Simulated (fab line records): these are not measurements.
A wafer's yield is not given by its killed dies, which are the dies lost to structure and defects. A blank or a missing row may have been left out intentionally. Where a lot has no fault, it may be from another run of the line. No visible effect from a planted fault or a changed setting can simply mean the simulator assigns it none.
Which of the tools did it?	flow n5Finfet	10 lots with 29 wafers sampled at 6 steps, on a route of 1938 steps

WHAT EACH GAUGE READ, for each wafer
N5_BEOL_M4_RC_MEAS_101. Usual: DIBL_N 36.4 mV/V, standard deviation 1.5; DIBL_P 36.4 mV/V, standard deviation 1.6; IOFF_N 0.164 nA/um, standard deviation 0.025; IOFF_P 0.214 nA/um, standard deviation 0.028; ION_N 675 uA/um, standard deviation 9.9; ION_P 463 uA/um, standard deviation 6.5; SS_N 71.5 mV/dec, standard deviation 0.5; SS_P 73.3 mV/dec, standard deviation 0.56; VT_N 249.2 mV, standard deviation 2.7; VT_P -250.1 mV, standard deviation 2.8.
lot	measured	on	DIBL_N (mV/V)	DIBL_P (mV/V)	IOFF_N (nA/um)	IOFF_P (nA/um)	ION_N (uA/um)	ION_P (uA/um)	SS_N (mV/dec)	SS_P (mV/dec)	VT_N (mV)	VT_P (mV)	flag
L684	day 8 09:56	prober-01	37.4 38.5 36.1	35.4 37.0 33.7	0.145 0.171 0.129	0.213 0.250 0.190	671 678 659	465 470 459	70.9 71.7 71.3	73.9 74.0 73.2	251.9 249.3 254.3	-249.3 -245.5 -250.1	
L685	day 8 12:26	prober-02	35.8 36.0 35.8	37.5 37.2 36.9	0.165 0.168 0.166	0.224 0.219 0.208	677 682 687	471 467 467	71.8 71.8 70.9	73.8 73.6 73.2	249.6 247.4 248.3	-249.5 -249.8 -250.5	
L686	day 8 15:07	prober-01	36.4 34.1 35.7	36.9 34.1 35.4	0.153 0.111 0.134	0.173 0.145 0.160	671 657 656	455 440 447	71.8 70.8 71.7	73.3 72.7 73.6	248.6 256.2 252.8	-253.4 -257.7 -254.4	
L689	day 9 12:56	prober-01	37.0 37.1 35.8	38.9 39.1 37.2	0.179 0.171 0.159	0.242 0.249 0.212	677 676 677	462 464 466	72.6 72.4 71.5	72.9 73.9 73.1	247.9 250.5 251.4	-251.3 -248.7 -248.6	
L691	day 9 21:47	prober-01	35.3 35.9 35.8	38.5 37.9 37.8	0.150 0.158 0.153	0.253 0.246 0.246	665 671 669	468 469 462	71.6 71.8 71.8	73.5 74.0 73.8	251.1 251.9 252.0	-244.9 -246.6 -245.0	
L690	day 9 22:43	prober-01	38.0 39.0 38.1	38.1 39.0 37.9	0.188 0.219 0.191	0.232 0.242 0.228	679 694 688	458 469 466	71.8 72.1 71.2	73.6 73.2 74.3	246.1 242.9 244.9	-248.4 -249.2 -249.0	
L695	day 11 01:11	prober-01	35.4 33.9 36.6	35.4 34.3 37.4	0.137 0.121 0.166	0.176 0.169 0.209	668 661 668	456 455 452	70.9 70.4 71.3	72.5 73.0 73.3	254.7 255.1 247.1	-254.9 -252.1 -252.9	
L697	day 11 03:19	prober-01	37.4 37.2 37.9	38.4 38.6 38.8	0.186 0.181 0.203	0.244 0.239 0.244	676 677 679	466 464 458	71.7 71.7 72.0	73.3 73.4 73.5	248.0 249.7 248.6	-251.3 -250.6 -246.8	
L696	day 11 04:34	prober-01	31.7 33.6 34.8	32.8 35.4 36.4	0.103 0.128 0.140	0.155 0.193 0.198	652 664 672	451 465 470	70.7 70.8 70.8	71.8 72.8 73.1	256.0 252.9 250.1	-251.5 -250.6 -249.8	
L705	day 13 16:01	prober-02	35.5 36.3	35.8 36.5	0.140 0.155	0.200 0.216	660 665	457 464	71.3 71.7	72.4 72.3	250.5 251.5	-249.5 -250.7	

N5_PASSIVATION_INSPECT_64: inspects for defects (macro). Usual: rawDefectCount 1.9, standard deviation 1.4.
lot	measured	on	rawDefectCount	flag
L684	day 12 15:35	defectInspect-02	0 4 1	
L685	day 12 14:40	defectInspect-01	2 2 2	
L686	day 12 09:41	defectInspect-01	2 1 2	
L689	day 13 12:12	defectInspect-01	0 1 3	
L691	day 14 01:38	defectInspect-02	3 2 2	
L690	day 13 22:13	defectInspect-01	0 2 1	
L695	day 15 06:25	defectInspect-02	1 2 1	
L697	day 15 05:05	defectInspect-01	1 1 2	
L696	day 15 04:16	defectInspect-01	0 0 3	
L705	day 18 00:30	defectInspect-02	3	

N5_PASSIVATION_INSPECT_57: inspects for defects (macro). Usual: rawDefectCount 2.0, standard deviation 1.3.
lot	measured	on	rawDefectCount	flag
L684	day 12 21:07	defectInspect-01	1 1 3	
L685	day 12 20:17	defectInspect-02	1 1 2	
L686	day 12 15:20	defectInspect-01	5 3 3	
L689	day 13 17:30	defectInspect-02	1 2 1	
L691	day 14 06:59	defectInspect-01	1 0 0	
L690	day 14 03:32	defectInspect-01	1 5 3	
L695	day 15 12:16	defectInspect-01	1 3 2	
L697	day 15 10:53	defectInspect-02	1 1 2	
L696	day 15 09:40	defectInspect-02	2 3 1	
L705	day 18 05:57	defectInspect-01	4	

WHAT TOOL EACH LOT RAN ON (gives the tool, then ch and the chambers of the sampled wafers, and finally the start)
lot	N5_BEOL_M7_VIA_ETCH_34	N5_MIM_TOP_ETCH_ETCH_00	N5_PASSIVATION_PROBE_49
L684	rieDiel-05 ch 0,2,3, day 9 11:08	rieMetal-02 ch 0,1, day 12 00:38	-
L685	rieDiel-03 ch 0,2,3, day 9 12:37	rieMetal-01 ch 0,1, day 12 09:25	-
L686	rieDiel-06 ch 0,2,3, day 9 21:17	rieMetal-03 ch 0,1, day 12 05:14	-
L689	rieDiel-03 ch 0,1,2, day 10 10:22	rieMetal-03 ch 0,1, day 13 05:44	-
L691	rieDiel-05 ch 0,3, day 10 20:13	rieMetal-02 ch 0, day 13 19:08	-
L690	rieDiel-03 ch 0,2, day 10 22:53	rieMetal-01 ch 0,1, day 13 18:02	-
L695	rieDiel-05 ch 0,1,2, day 12 02:17	rieMetal-01 ch 0,1, day 15 01:17	-
L697	rieDiel-03 ch 0,2,3, day 12 02:15	rieMetal-01 ch 0,1, day 15 00:19	-
L696	rieDiel-03 ch 1,2, day 12 04:10	rieMetal-03 ch 0,1, day 15 00:17	-
L705	rieDiel-03 ch 1,3, day 14 20:46	rieMetal-02 ch 0, day 17 20:43	prober-02, day 18 05:36
- N5_BEOL_M7_VIA_ETCH_34: etches SiCOH lowk in C4F6/O2, target depth 125.5 nm, time 50.5 s.
- N5_MIM_TOP_ETCH_ETCH_00: etches TiN in Cl2/BCl3, target depth 38.5 nm.
- N5_PASSIVATION_PROBE_49

WHAT THE TOOLS THEMSELVES READ (means of the sampled wafers that have a number; where no wafer has one, the mark that the record gives instead)
N5_BEOL_M7_VIA_ETCH_34. Usual: drypumpMotorCurrentA 5.5 A, standard deviation 0.5; oesProductAu 0.78 a.u., standard deviation 0.086; rfVppV 666 V, standard deviation 7.7; showerheadPlenumPTorr 2.86 Torr, standard deviation 0.079; throttleValvePct 20.91 %, standard deviation 0.23.
lot	tool	drypumpMotorCurrentA (A)	oesProductAu (a.u.)	rfVppV (V)	showerheadPlenumPTorr (Torr)	throttleValvePct (%)	flag
L684	rieDiel-05	5.6	0.72	662	2.87	20.94	
L685	rieDiel-03	5.1	0.82	666	2.87	20.69	
L686	rieDiel-06	6.0	0.79	664	2.80	21.07	
L689	rieDiel-03	5.1	0.76	667	2.89	20.74	
L691	rieDiel-05	5.4	0.73	663	2.92	20.84	
L690	rieDiel-03	5.0	0.84	668	2.84	20.58	
L695	rieDiel-05	5.6	0.86	665	2.89	20.87	
L697	rieDiel-03	5.1	0.79	666	2.86	20.73	
L696	rieDiel-03	4.9	0.83	662	2.84	20.62	
L705	rieDiel-03	5.2	0.62	658	2.90	20.90	

N5_MIM_TOP_ETCH_ETCH_00. Usual: drypumpMotorCurrentA 6.0 A, standard deviation 0.47; mfcCl2Sccm 53.27 sccm, standard deviation 0.18; oesProductAu 0.78 a.u., standard deviation 0.083; throttleValvePct 22.75 %, standard deviation 0.16.
lot	tool	drypumpMotorCurrentA (A)	mfcCl2Sccm (sccm)	oesProductAu (a.u.)	throttleValvePct (%)	flag
L684	rieMetal-02	6.5	53.32	0.79	22.58	
L685	rieMetal-01	5.9	53.26	0.69	22.85	
L686	rieMetal-03	5.6	53.33	0.85	22.78	
L689	rieMetal-03	5.6	53.51	0.83	22.78	
L691	rieMetal-02	6.6	53.10	0.78	22.94	
L690	rieMetal-01	5.9	53.16	0.69	22.86	
L695	rieMetal-01	5.9	53.24	0.68	22.87	
L697	rieMetal-01	5.9	53.49	0.68	22.86	
L696	rieMetal-03	5.6	53.12	0.82	22.79	
L705	rieMetal-02	6.6	53.37	0.76	22.96	

N5_PASSIVATION_PROBE_49. Usual: defectLimitedYield 91.1 %, standard deviation 1.4; killed_at_M0_to_M3 35, standard deviation 8.7; killed_at_M4_up 14, standard deviation 5.3; killedAtContacts 12, standard deviation 6.2; killedAtFrontEnd 41, standard deviation 12; killedAtOther 3.4, standard deviation 2.6; killedDies 105, standard deviation 16; killedOnRim 14, standard deviation 3.8; killedOpen 67, standard deviation 13; killedShort 36, standard deviation 7.3; sort_bin_5_function 5.2 %, standard deviation 0.96; sort_bin_6_memory 3.3 %, standard deviation 0.6; sortNPass 1075, standard deviation 16; sortYieldPct 91.1 %, standard deviation 1.4.
lot	tool	defectLimitedYield (%)	killed_at_M0_to_M3	killed_at_M4_up	killedAtContacts	killedAtFrontEnd	killedAtOther	killedDies	killedOnRim	killedOpen	killedShort	sort_bin_5_function (%)	sort_bin_6_memory (%)	sortNPass	sortYieldPct (%)	flag
L705	prober-02	45.6	42	548	10	38	2.5	642	82	70	37	51.1	3.2	538	45.6	OFF

THE ANSWER, worked out from the rows above alone
Rule: a lot counts as off when the mean over its wafers that have a number is more than 3 standard deviations away from the usual mean. Also off: a lot with no number at a reading for which 4 or more lots have one. All remaining lots with rows at the step are treated as sound. The gauges are gone through in route order, then the tools' own readings, and for those a lot's mean is taken as printed above. The first step at which some lot is off is used, and at that step the reading that is off furthest; a lot without a number counts as furthest.
Off, at N5_PASSIVATION_PROBE_49 on killed_at_M4_up: L705. Neither off nor sound, because the step has no rows for them: L684, L685, L686, L689, L691, L690, L695, L697, L696.
If a tool, at that step or one of the process steps before it, ran each lot that is off and ran no sound lot following the first of them, it fits. Can't be told from this: 3 tools fit, rieDiel-03 at N5_BEOL_M7_VIA_ETCH_34, rieMetal-02 at N5_MIM_TOP_ETCH_ETCH_00, prober-02 at N5_PASSIVATION_PROBE_49.

WHAT WAS PUT IN BY THE SIMULATOR
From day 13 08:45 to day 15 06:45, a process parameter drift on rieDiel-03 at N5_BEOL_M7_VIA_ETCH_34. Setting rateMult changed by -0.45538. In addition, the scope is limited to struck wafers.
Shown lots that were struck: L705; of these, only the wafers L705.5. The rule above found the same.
